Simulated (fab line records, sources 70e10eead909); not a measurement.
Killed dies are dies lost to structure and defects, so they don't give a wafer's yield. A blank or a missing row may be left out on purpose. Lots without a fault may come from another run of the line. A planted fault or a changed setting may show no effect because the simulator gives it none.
Which tool did it? | flow nand_harc | 6 lots, 18 wafers sampled, at 3 steps of a route of 1159

WHAT THE GAUGES READ, wafer by wafer
NHARC_A_ONON_D1_THK_MEAS_02: measures by ellipsometry.
lot  | measured     | on            | thk_nm (nm)
L616 | day 7 21:26  | film_metro-02 | 1007 1007 1007
L619 | day 8 21:17  | film_metro-01 | 1002 1002 1001
L622 | day 9 16:32  | film_metro-01 | 996 994 993
L624 | day 9 16:32  | film_metro-02 | 1005 1006 1003
L628 | day 10 17:00 | film_metro-01 | 1001 1002 1685
L634 | day 11 21:23 | film_metro-02 | 997 996 996

WHICH TOOL RAN EACH LOT (tool, then ch and the chambers of the sampled wafers, then the start)
lot  | NHARC_A_ZERO_WELL_DESCUM_12       | NHARC_A_ONON_D1_DEP_00
L616 | rie_diel-09 ch 0,1, day 6 22:54   | pecvd_onon-01 ch 0, day 7 20:59
L619 | rie_diel-02 ch 1,3, day 7 22:32   | pecvd_onon-01 ch 0, day 8 20:50
L622 | rie_diel-02 ch 0,2,3, day 8 13:54 | pecvd_onon-03 ch 0, day 9 16:02
L624 | rie_diel-11 ch 0,1,2, day 8 21:04 | pecvd_onon-02 ch 0, day 9 16:02
L628 | rie_diel-09 ch 1,2,3, day 9 16:38 | pecvd_onon-01 ch 0, day 10 16:28
L634 | rie_diel-11 ch 1,3, day 11 00:37  | pecvd_onon-02 ch 0, day 11 20:53
- NHARC_A_ZERO_WELL_DESCUM_12: chemistry O2, time 3 s.
- NHARC_A_ONON_D1_DEP_00: target thk 1000 nm.

THE ANSWER, worked out from the rows above alone
Rule: what is usual is taken from the lots themselves. Put in order of their means at a reading, lots are off if they are a third of the lots or fewer, leave a main group of 4 or more, and stand apart from it by a gap of 3 or more times the standard deviation of the main group's means; of several such gaps the widest counts. A main group whose means are all the same, to the digits that the tables above print for the reading, isn't used. A lot without any number at a reading at which 4 lots or more have one is off too. The other lots that the step has rows for count as sound.
Off: L628, at NHARC_A_ONON_D1_THK_MEAS_02 (thk_nm). The main group: mean 1001 nm, standard deviation 4.8.
A tool fits if, at a process step before that reading, it ran every lot that is off, and no sound lot after the first of them. The gauges at NHARC_A_ONON_D1_THK_MEAS_02 are tried like those tools. Can't be told from this: 3 tools fit, rie_diel-09 at NHARC_A_ZERO_WELL_DESCUM_12, pecvd_onon-01 at NHARC_A_ONON_D1_DEP_00, film_metro-01 at NHARC_A_ONON_D1_THK_MEAS_02.

WHAT THE SIMULATOR HAD PUT IN
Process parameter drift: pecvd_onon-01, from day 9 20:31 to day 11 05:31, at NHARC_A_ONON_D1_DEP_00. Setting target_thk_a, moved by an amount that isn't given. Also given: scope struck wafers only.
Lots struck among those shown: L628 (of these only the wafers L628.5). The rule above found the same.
